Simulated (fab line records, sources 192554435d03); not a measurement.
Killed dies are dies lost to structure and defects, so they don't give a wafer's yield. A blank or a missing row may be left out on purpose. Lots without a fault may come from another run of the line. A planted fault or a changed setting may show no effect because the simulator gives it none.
fab line records | flow n5_finfet
record lots=4 wafers=12 last_day=18
route steps=1938 shown BEOL_M4@1099 BEOL_M5@1112 BEOL_M11@1596 PASSIVATION@1936
lots that met no fault: from a run of the same line without faults
start_h: hours from the record's first day to the start of the lot's first wafer shown | wait_h: hours since the lot's step before | " the same as in the row above | L1.1+2: a row that stands for several wafers | - no value, or no start given | * or withheld: withheld | < > ~ a bound
route shown NAME@n: a module of which the file shows steps, and the number in the route of the first | usual: mean/standard deviation of fault-free wafers | same: alike in all rows | chamber/n: place in a boat | sites: the reading at each site | _std_site: their standard deviation | _edge_site: outer sites' mean less inner sites' | radius_mm: how far each site lies from the wafer's centre | mask NAME#n: copy n | behind: the tool/chamber that last shaped the wafer | hold: why the lot was held/for how many hours/how that ended | device: the transistor (n, p or np) that didn't switch | end of line: the same wafers' tests at the end of the route | a step without rows: its recipe alone | killed: dies lost to structure and defects at the first sort, not the wafer's yield | map: a wafer's dies, x killed, . not, _ none there
set.NAME: the setting as run; set.NAME@STEP: as run at that earlier step | model.NAME: the simulator's own value behind a step, which no gauge read
lots at some steps of the route; a table a step, a row a wafer
services: from which hour (start_h, from the record's first day; less than 0 if before it) a tool's chamber was out of use, for how many hours, and why
## steps
# step N5_BEOL_M4_ANNEAL_95
# recipe temp_c=400 time_s=240 ambient=vacuum
# step N5_BEOL_M4_SPUTTER_96
# recipe material=Cu target_thk_a=45 temp_c=-20 chamber_pressure_pa=0.07 power_w=withheld time_s=8.29
# step N5_BEOL_M4_ECD_50
# recipe material=Cu target_thk_a=3000
# step N5_BEOL_M4_ANNEAL_51
# recipe temp_c=225 time_s=90 ambient=N2
# step N5_BEOL_M4_CMP_52
# recipe stop_on=SiOC t_overpolish_s=6.8 down_force_psi=1 platen_rpm=50 clearing_platen_down_force_psi=1.5 clearing_platen_rpm=50 post_cmp_clean=cu_alkaline target_thk_nm=40 clearing_platen_pad_velocity_m_s=0.99484 pad_velocity_m_s=0.99484
# step N5_BEOL_M4_PRE_CLEAN_60
# recipe gas=NH3/H2 time_s=15 temp_c=* rf_power_w=300
# step N5_BEOL_M4_CO_CAP_55
# recipe material=Co target_thk_a=20 temp_c=200 precursor=CCTBA/H2 pressure_torr=30 time_s=102.1
# step N5_BEOL_M4_PRE_CLEAN_56
# recipe gas=NH3 time_s=15 temp_c=withheld rf_power_w=300
# step N5_BEOL_M4_DEP_57
# recipe material=SiCN target_thk_a=80 temp_c=withheld precursor=3MS/NH3 pressure_torr=3 rf_w=202 time_s=14
# step N5_BEOL_M4_RC_MEAS_101
# usual DIBL_N=35.9/1.3 DIBL_P=35.9/1.5 IOFF_N=0.152/0.023 IOFF_P=0.204/0.027 ION_N=673/9.2 ION_P=462/6.7 SS_N=71.4/0.48 SS_P=73.2/0.55 VT_N=250.3/2.6 VT_P=-250.6/3
# columns lot.wafer tool chamber start_h wait_h DIBL_N[mV/V] DIBL_P[mV/V] IOFF_N[nA/um] IOFF_P[nA/um] ION_N[uA/um] ION_P[uA/um] SS_N[mV/dec] SS_P[mV/dec] VT_N[mV] VT_P[mV]
L847.2 prober-02 0 240.23 0.3 35.5 36.1 0.136 0.191 672 461 71.6 72.7 254.0 -252.5
L847.4 " 0 " " 36.8 37.5 0.160 0.215 691 467 70.9 73.4 249.5 -248.3
L847.5 " 0 " " 36.0 36.2 0.141 0.192 668 461 70.9 73.9 252.9 -250.6
L850.3 prober-02 0 248.27 0.6 37.8 37.5 0.194 0.215 682 459 71.8 73.4 248.2 -251.7
L850.4 " 0 " " 36.9 36.7 0.181 0.212 683 466 71.5 73.0 246.0 -252.6
L850.6 " 0 " " 38.6 38.7 0.214 0.243 680 460 71.8 73.5 245.5 -249.2
L851.3 prober-01 0 266.58 0.3 34.2 35.6 0.142 0.205 672 459 71.3 72.9 250.4 -249.3
L851.4 " 0 " " 35.0 36.1 0.152 0.216 673 467 71.4 73.4 247.4 -249.7
L851.5 " 0 " " 33.9 35.4 0.142 0.196 677 463 71.2 72.7 251.2 -248.4
L860.3 prober-02 0 305.78 0.3 35.8 36.8 0.156 0.192 682 466 71.3 73.1 251.0 -251.5
L860.5 " 0 " " 36.3 36.9 0.171 0.197 675 458 71.6 73.2 247.3 -253.1
L860.6 " 0 " " 36.4 37.0 0.172 0.190 680 464 71.6 73.4 247.0 -253.9
# step N5_BEOL_M5_ILD_DEP_00
# recipe material=SiCOH_lowk target_thk_a=1406.4 temp_c=300 precursor=DEMS/porogen pressure_torr=5 rf_w=500 time_s=25.9
# step N5_BEOL_M5_CURE_79
# recipe temp_c=385 time_s=240 ambient=He/Ar material=SiCOH_lowk
# step N5_BEOL_M5_PECVD_70
# recipe material=SiO2 target_thk_a=160 temp_c=400 precursor=TEOS/O2 pressure_torr=5.5 rf_w=450 teos_flow_sccm=53.8 gas=O2 flow_sccm=3000 time_s=18
# step N5_BEOL_M5_HM_DEP_02
# recipe material=TiN target_thk_a=200 temp_c=25 chamber_pressure_pa=0.49996
# step N5_BEOL_M5_COAT_59
# recipe resist=SOC temp_c=250 time_s=60 spin_rpm=1500 resist_thk_nm=60
# step N5_BEOL_M5_COAT_60
# recipe resist=SiARC temp_c=220 time_s=60 spin_rpm=1500 resist_thk_nm=12
# step N5_BEOL_M5_COAT_71
# recipe resist=underlayer temp_c=205 time_s=60 spin_rpm=1500 resist_thk_nm=5
# step N5_BEOL_M5_COAT_05
# recipe resist=CAR-EUV spin_rpm=1500 resist_thk_nm=30
# step N5_BEOL_M5_EBR_07
# recipe solvent=PGMEA ebr_width_mm=1.5
# step N5_BEOL_M5_SOFTBAKE_06
# recipe temp_c=110 time_s=60 resist=CAR-EUV
# step N5_BEOL_M5_EXPOSE_08
# recipe mask_id=M5 na=0.33 source_shape=annular sigma_inner=0.4 sigma_outer=0.8 polarization=unpolarized target_cd_nm=28 dose_mj=35.75
# step N5_BEOL_M5_PEB_09
# recipe peb_temp_c=100 peb_time_s=60 resist=CAR-EUV
# step N5_BEOL_M5_DEVELOP_10
# recipe develop_time_s=30 developer=TMAH resist=CAR-EUV rinse_liquid=surfactant_rinse dry=air_spin dev_temp_c=23
# step N5_BEOL_M5_DESCUM_16
# recipe chemistry=O2 time_s=7 source_power_w=50 bias_power_w=20 pressure_mtorr=20 rf_frequency_hz=2.712e+07 temp_c=40 resist=CAR-EUV o2_flow_sccm=225
# step N5_BEOL_M5_ETCH_72
# recipe chemistry=N2/H2 target=underlayer target_depth_a=65 mask_material=CAR-EUV time_s=5.2 ion_energy_ev=200 pressure_mtorr=30 source_w=840 bias_w=150 n2_flow_sccm=200 h2_flow_sccm=200 ends=cleared
# step N5_BEOL_M5_ETCH_61
# recipe chemistry=CF4 target=SiARC target_depth_a=156 mask_material=CAR-EUV time_s=26 ion_energy_ev=80 pressure_mtorr=40 source_w=545 bias_w=36 Ar_flow_sccm=100 cf4_flow_sccm=100 ends=cleared
# step N5_BEOL_M5_ETCH_62
# recipe chemistry=N2/H2 target=SOC target_depth_a=750 overetch_a=150 mask_material=SiARC temp_c=40 time_s=112.5 ion_energy_ev=200 pressure_mtorr=30 source_w=840 bias_w=150 n2_flow_sccm=200 h2_flow_sccm=200
# step N5_BEOL_M5_STRIP_63
# recipe chemistry=N2/H2 temp_c=40 n2_flow_sccm=200 h2_flow_sccm=200 rf_frequency_hz=6e+07
# step N5_BEOL_M5_STRIP_73
# recipe chemistry=N2/H2 temp_c=40 n2_flow_sccm=200 h2_flow_sccm=200 rf_frequency_hz=6e+07
# step N5_BEOL_M5_STRIP_64
# recipe chemistry=CF4 resist=SiARC power_w=300 bias_power_w=75 pressure_mtorr=50 cf4_flow_sccm=150 rf_frequency_hz=6e+07
# step N5_BEOL_M5_HM_OPEN_17
# recipe chemistry=Cl2/BCl3 target_depth_a=200 overetch_a=60 target=TiN mask_material=SOC ion_energy_ev=150 pressure_mtorr=10 icp_w=1000 bias_w=126 Cl2_flow_sccm=53.25 bcl3_flow_sccm=21.75 Ar_flow_sccm=25
# step N5_BEOL_M5_STRIP_19
# recipe chemistry=O2 power_w=400 temp_c=40 pressure_mtorr=30 rf_frequency_hz=6e+07 bias_power_w=0 overash_fraction=0.2 o2_flow_sccm=225
# step N5_BEOL_M5_COAT_65
# recipe resist=SOC temp_c=250 time_s=60 spin_rpm=1500 resist_thk_nm=60
# step N5_BEOL_M5_COAT_66
# recipe resist=SiARC temp_c=220 time_s=60 spin_rpm=1500 resist_thk_nm=12
# step N5_BEOL_M11_CMP_52
# recipe stop_on=SiCOH_lowk t_overpolish_s=7 down_force_psi=1 platen_rpm=50 clearing_platen_down_force_psi=1.5 clearing_platen_rpm=50 post_cmp_clean=cu_alkaline target_thk_nm=140 clearing_platen_pad_velocity_m_s=0.99484 pad_velocity_m_s=0.99484
# usual barrier_field_endpoint_s=28.9/0.64 clearing_platen_down_force_psi=1.500/0.0032 motor_current_A=6.0/0.49 overpolish_run_s=6.999/0.0087 time_to_endpoint_s=66.0/2.8
# columns lot.wafer tool chamber start_h wait_h barrier_field_endpoint_s clearing_platen_down_force_psi motor_current_A overpolish_run_s time_to_endpoint_s model.Cu_of_BEOL_M11_ECD_50.thk_nm model.SiO2_of_BEOL_M11_PECVD_70.thk_nm
L847.4 cmp-02 1 309.88 0.2 - - - - - 315.4 19.8
L847.2 " 2 " " - - - - - 319 19.6
L847.5 " 1 " " - - - - - 315 19.8
L850.3 cmp-01 1 316.18 0.3 - - - - - 317.4 19.2
L850.4 " 2 " " - - - - - 315.6 19.8
L850.6 " 2 " " - - - - - 318.8 19.6
L851.3 cmp-04 0 334.43 0.3 29.7 1.496 5.7 6.988 69.2 139.4 0
L851.4 " 1 " " 30.4 1.496 6.0 6.986 68.7 137.2 0
L851.5 " 0 " " 29.9 1.496 5.7 7.008 69.2 139.4 0
L860.3 cmp-02 2 376.52 0.3 29.4 1.500 6.2 6.999 68.7 138.8 0
L860.5 " 2 " " 29.3 1.505 6.4 6.996 66.6 139.6 0
L860.6 " 3 " " 29.7 1.497 6.1 6.999 64.7 141 0
# step N5_BEOL_M11_THK_MEAS_53
# recipe thk_meas_gauge=xrf reads=Cu_of_BEOL_M11_ECD_50
# usual M11_THK=139.3/2.6
# columns lot.wafer tool chamber start_h wait_h M11_THK[nm]
L847.2 film_metro-02 - 310.13 0.2 315.8
L847.4 " - " " 314.9
L847.5 " - " " 313.6
L850.3 film_metro-02 - 316.47 0.3 315.4
L850.4 " - " " 313.5
L850.6 " - " " 315.8
L851.3 film_metro-01 - 334.69 - 137.7
L851.4 " - " " 134.8
L851.5 " - " " 137.5
L860.3 film_metro-02 - 376.81 - 138.6
L860.5 " - " " 139.0
L860.6 " - " " 139.9
# step N5_BEOL_M11_RS_MEAS_57
# recipe thk_meas_gauge=four-point-probe reads=Cu_of_BEOL_M11_ECD_50+Co_of_BEOL_M11_CVD_75+TaN_of_BEOL_M11_ALD_74
# usual M11_RS=0.1509/0.0028
# columns lot.wafer tool chamber start_h wait_h M11_RS[ohm/sq]
L847.2 film_metro-02 - 310.26 0.0 0.0603
L847.4 " - " " 0.0609
L847.5 " - " " 0.0609
L850.3 film_metro-01 - 316.60 0.0 0.0604
L850.4 " - " " 0.0606
L850.6 " - " " 0.0602
L851.3 film_metro-02 - 334.81 0.0 0.1519
L851.4 " - " " 0.1544
L851.5 " - " " 0.1521
L860.3 film_metro-01 - 376.94 0.0 0.1520
L860.5 " - " " 0.1511
L860.6 " - " " 0.1495
# step N5_BEOL_M11_INSPECT_58
# recipe inspect_instrument=darkfield mode=post_dep
# usual raw_defect_count=68/20
# columns lot.wafer tool chamber start_h wait_h raw_defect_count
L847.2 defect_inspect-01 - 310.29 0.0 1175
L847.4 " - " " 1099
L847.5 " - " " 1098
L850.3 defect_inspect-02 - 316.63 0.0 1170
L850.4 " - " " 1131
L850.6 " - " " 1170
L851.3 defect_inspect-02 - 334.84 0.0 68
L851.4 " - " " 99
L851.5 " - " " 68
L860.3 defect_inspect-01 - 376.96 0.0 77
L860.5 " - " " 83
L860.6 " - " " 112
# step N5_PASSIVATION_PROBE_49
# usual defect_limited_yield=91.0/1.5 killed_at_M0_to_M3=37/12 killed_at_M4_up=13/5 killed_at_contacts=13/6.1 killed_at_front_end=39/11 killed_at_other=4/3.2 killed_dies=106/17 killed_on_rim=13/4.2 killed_open=69/12 killed_short=35/7.9 sort_bin_5_function=5.3/1 sort_bin_6_memory=3.3/0.68 sort_n_pass=1074/17 sort_yield_pct=91.0/1.5
# same gross_dies=1180 killed_at_back_side=0 sort_bin_4_leakage[%]=0 sort_bin_8_speed[%]=0
# columns lot.wafer tool chamber start_h wait_h defect_limited_yield[%] killed_at_M0_to_M3 killed_at_M4_up killed_at_contacts killed_at_front_end killed_at_other killed_dies killed_on_rim killed_open killed_short sort_bin_5_function[%] sort_bin_6_memory[%] sort_n_pass sort_yield_pct[%]
L847.2 prober-02 - 355.97 0.1 0 36 1105 8 29 2 1180 152 62 28 4.5 3.0 0 0
L847.4 prober-02 - 356.07 0.2 0 55 1061 8 47 9 1180 152 83 52 6.2 5.0 0 0
L847.5 prober-02 - 356.12 0.2 0 51 1083 12 33 1 1180 152 74 41 5.7 3.8 0 0
L850.3 prober-01 - 361.55 0.1 0 22 1103 12 42 1 1180 152 50 34 4.2 2.6 0 0
L850.4 prober-01 - 361.60 0.2 0 29 1088 12 43 8 1180 152 54 45 5.2 2.5 0 0
L850.6 prober-01 - 361.70 0.3 0 45 1089 6 39 1 1180 152 66 39 4.7 3.8 0 0
# killed by level:class
L847.2 BEOL_M11:area_cmp=1090 BEOL_M0_SAQP:geometric_particle:open=9 MOL_CONTACT_COAG:geometric_particle:open=8 BEOL_M0_SAQP:geometric_particle:short=8 BEOL_M4:geometric_particle:open=7 STI_FIN_REVEAL:geometric_particle:open=6 BEOL_M1:geometric_particle:open=6 BEOL_M2:geometric_particle:open=6
L847.4 BEOL_M11:area_cmp=1044 BEOL_M0_SAQP:geometric_particle:open=21 FIN_SAQP:geometric_particle:short=10 BEOL_M0_SAQP:geometric_particle:short=10 BEOL_M3:geometric_particle:open=10 GATE_CUT:geometric_particle:short=9 DUMMY_GATE:geometric_particle:open=8 BEOL_M4:geometric_particle:open=8
L847.5 BEOL_M11:area_cmp=1065 BEOL_M0_SAQP:geometric_particle:short=11 BEOL_M3:geometric_particle:open=11 BEOL_M0_SAQP:geometric_particle:open=11 MOL_CONTACT_COAG:geometric_particle:open=9 STI_FIN_REVEAL:geometric_particle:open=8 BEOL_M2:geometric_particle:open=8 FIN_SAQP:geometric_particle:open=7
L850.3 BEOL_M11:area_cmp=1096 MOL_CONTACT_COAG:geometric_particle:open=10 FIN_SAQP:geometric_particle:open=9 FIN_SAQP:geometric_particle:short=9 BEOL_M0_SAQP:geometric_particle:short=5 BEOL_M3:geometric_particle:open=5 BEOL_M3:geometric_particle:short=4 STI_FIN_REVEAL:geometric_particle:open=3
L850.4 BEOL_M11:area_cmp=1080 FIN_SAQP:geometric_particle:short=17 BEOL_M0_SAQP:geometric_particle:short=10 FIN_SAQP:geometric_particle:open=9 MOL_CONTACT_COAG:geometric_particle:open=9 BEOL_M0_SAQP:geometric_particle:open=6 STI_FIN_REVEAL:geometric_particle:open=5 BEOL_M1:geometric_particle:open=5
L850.6 BEOL_M11:area_cmp=1075 BEOL_M0_SAQP:geometric_particle:short=13 FIN_SAQP:geometric_particle:open=10 FIN_SAQP:geometric_particle:short=10 BEOL_M0_SAQP:geometric_particle:open=9 BEOL_M3:geometric_particle:open=8 BEOL_M2:geometric_particle:open=6 GATE_CUT:geometric_particle:open=5
# map L847.2 (x killed, . not)
_________________xxxxxxxxxxxx________________
______________xxxxxxxxxxxxxxxxxx_____________
___________xxxxxxxxxxxxxxxxxxxxxxxx__________
__________xxxxxxxxxxxxxxxxxxxxxxxxxx_________
________xxxxxxxxxxxxxxxxxxxxxxxxxxxxxx_______
_______xxxxxxxxxxxxxxxxxxxxxxxxxxxxxxxx______
______xxxxxxxxxxxxxxxxxxxxxxxxxxxxxxxxxx_____
_____xxxxxxxxxxxxxxxxxxxxxxxxxxxxxxxxxxxx____
____xxxxxxxxxxxxxxxxxxxxxxxxxxxxxxxxxxxxxx___
___xxxxxxxxxxxxxxxxxxxxxxxxxxxxxxxxxxxxxxxx__
___xxxxxxxxxxxxxxxxxxxxxxxxxxxxxxxxxxxxxxxx__
__xxxxxxxxxxxxxxxxxxxxxxxxxxxxxxxxxxxxxxxxxx_
__xxxxxxxxxxxxxxxxxxxxxxxxxxxxxxxxxxxxxxxxxx_
_xxxxxxxxxxxxxxxxxxxxxxxxxxxxxxxxxxxxxxxxxxxx
_xxxxxxxxxxxxxxxxxxxxxxxxxxxxxxxxxxxxxxxxxxxx
_xxxxxxxxxxxxxxxxxxxxxxxxxxxxxxxxxxxxxxxxxxxx
_xxxxxxxxxxxxxxxxxxxxxxxxxxxxxxxxxxxxxxxxxxxx
_xxxxxxxxxxxxxxxxxxxxxxxxxxxxxxxxxxxxxxxxxxxx
_xxxxxxxxxxxxxxxxxxxxxxxxxxxxxxxxxxxxxxxxxxxx
_xxxxxxxxxxxxxxxxxxxxxxxxxxxxxxxxxxxxxxxxxxxx
_xxxxxxxxxxxxxxxxxxxxxxxxxxxxxxxxxxxxxxxxxxxx
__xxxxxxxxxxxxxxxxxxxxxxxxxxxxxxxxxxxxxxxxxx_
__xxxxxxxxxxxxxxxxxxxxxxxxxxxxxxxxxxxxxxxxxx_
___xxxxxxxxxxxxxxxxxxxxxxxxxxxxxxxxxxxxxxxx__
___xxxxxxxxxxxxxxxxxxxxxxxxxxxxxxxxxxxxxxxx__
____xxxxxxxxxxxxxxxxxxxxxxxxxxxxxxxxxxxxxx___
_____xxxxxxxxxxxxxxxxxxxxxxxxxxxxxxxxxxxx____
______xxxxxxxxxxxxxxxxxxxxxxxxxxxxxxxxxx_____
_______xxxxxxxxxxxxxxxxxxxxxxxxxxxxxxxx______
________xxxxxxxxxxxxxxxxxxxxxxxxxxxxxx_______
__________xxxxxxxxxxxxxxxxxxxxxxxxxx_________
___________xxxxxxxxxxxxxxxxxxxxxxxx__________
______________xxxxxxxxxxxxxxxxxx_____________
_________________xxxxxxxxxxxx________________
# map L850.3 (x killed, . not)
_________________xxxxxxxxxxxx________________
______________xxxxxxxxxxxxxxxxxx_____________
___________xxxxxxxxxxxxxxxxxxxxxxxx__________
__________xxxxxxxxxxxxxxxxxxxxxxxxxx_________
________xxxxxxxxxxxxxxxxxxxxxxxxxxxxxx_______
_______xxxxxxxxxxxxxxxxxxxxxxxxxxxxxxxx______
______xxxxxxxxxxxxxxxxxxxxxxxxxxxxxxxxxx_____
_____xxxxxxxxxxxxxxxxxxxxxxxxxxxxxxxxxxxx____
____xxxxxxxxxxxxxxxxxxxxxxxxxxxxxxxxxxxxxx___
___xxxxxxxxxxxxxxxxxxxxxxxxxxxxxxxxxxxxxxxx__
___xxxxxxxxxxxxxxxxxxxxxxxxxxxxxxxxxxxxxxxx__
__xxxxxxxxxxxxxxxxxxxxxxxxxxxxxxxxxxxxxxxxxx_
__xxxxxxxxxxxxxxxxxxxxxxxxxxxxxxxxxxxxxxxxxx_
_xxxxxxxxxxxxxxxxxxxxxxxxxxxxxxxxxxxxxxxxxxxx
_xxxxxxxxxxxxxxxxxxxxxxxxxxxxxxxxxxxxxxxxxxxx
_xxxxxxxxxxxxxxxxxxxxxxxxxxxxxxxxxxxxxxxxxxxx
_xxxxxxxxxxxxxxxxxxxxxxxxxxxxxxxxxxxxxxxxxxxx
_xxxxxxxxxxxxxxxxxxxxxxxxxxxxxxxxxxxxxxxxxxxx
_xxxxxxxxxxxxxxxxxxxxxxxxxxxxxxxxxxxxxxxxxxxx
_xxxxxxxxxxxxxxxxxxxxxxxxxxxxxxxxxxxxxxxxxxxx
_xxxxxxxxxxxxxxxxxxxxxxxxxxxxxxxxxxxxxxxxxxxx
__xxxxxxxxxxxxxxxxxxxxxxxxxxxxxxxxxxxxxxxxxx_
__xxxxxxxxxxxxxxxxxxxxxxxxxxxxxxxxxxxxxxxxxx_
___xxxxxxxxxxxxxxxxxxxxxxxxxxxxxxxxxxxxxxxx__
___xxxxxxxxxxxxxxxxxxxxxxxxxxxxxxxxxxxxxxxx__
____xxxxxxxxxxxxxxxxxxxxxxxxxxxxxxxxxxxxxx___
_____xxxxxxxxxxxxxxxxxxxxxxxxxxxxxxxxxxxx____
______xxxxxxxxxxxxxxxxxxxxxxxxxxxxxxxxxx_____
_______xxxxxxxxxxxxxxxxxxxxxxxxxxxxxxxx______
________xxxxxxxxxxxxxxxxxxxxxxxxxxxxxx_______
__________xxxxxxxxxxxxxxxxxxxxxxxxxx_________
___________xxxxxxxxxxxxxxxxxxxxxxxx__________
______________xxxxxxxxxxxxxxxxxx_____________
_________________xxxxxxxxxxxx________________
## services
# columns tool chamber start_h hours kind
cmp-02 - 289.69 5.1 repair
cmp-04 - 306.38 0.4 repair
cmp-04 - 314.71 4.0 pm
cmp-04 - 318.71 - consumable_replace:conditioner
cmp-04 - 318.71 - consumable_replace:pad
cmp-02 - 336.76 0.9 repair
cmp-01 - 343.50 0.9 repair
## key
first_sign step=N5_BEOL_M11_CMP_52 reading=tool_record direction=missing
effect step=N5_BEOL_M11_THK_MEAS_53 reading=M11_THK direction=up sigmas=69 usual=139.3 struck=314.8
effect step=N5_BEOL_M11_RS_MEAS_57 reading=M11_RS direction=down sigmas=32 usual=0.1509 struck=0.0605
effect step=N5_BEOL_M11_INSPECT_58 reading=raw_defect_count direction=up sigmas=54 usual=68 struck=1140
effect step=N5_PASSIVATION_PROBE_49 reading=killed_at_M4_up direction=up sigmas=99+ usual=13 struck=1088
model_effect step=N5_BEOL_M11_CMP_52 value=Cu_of_BEOL_M11_ECD_50.thk_nm without=140 struck=316.9
more_kills_born_at N5_BEOL_M11_CMP_52@cmp-01=3251 N5_BEOL_M11_CMP_52@cmp-02=3199
met_at N5_BEOL_M11_CMP_52
struck_wafers L847.2,L847.4,L847.5,L850.3,L850.4,L850.6
later_rows_left_out L847.2,L847.4,L847.5,L850.3,L850.4,L850.6
fault kind=skipped_step_whole tool=cmp-01,cmp-02 chamber=- onset_h=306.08 steps=N5_BEOL_M11_CMP_52 scope=struck_lots_only
# later_rows_left_out: the simulator's readings of these wafers behind a module that went badly wrong aren't trusted and aren't shown, but for the sort
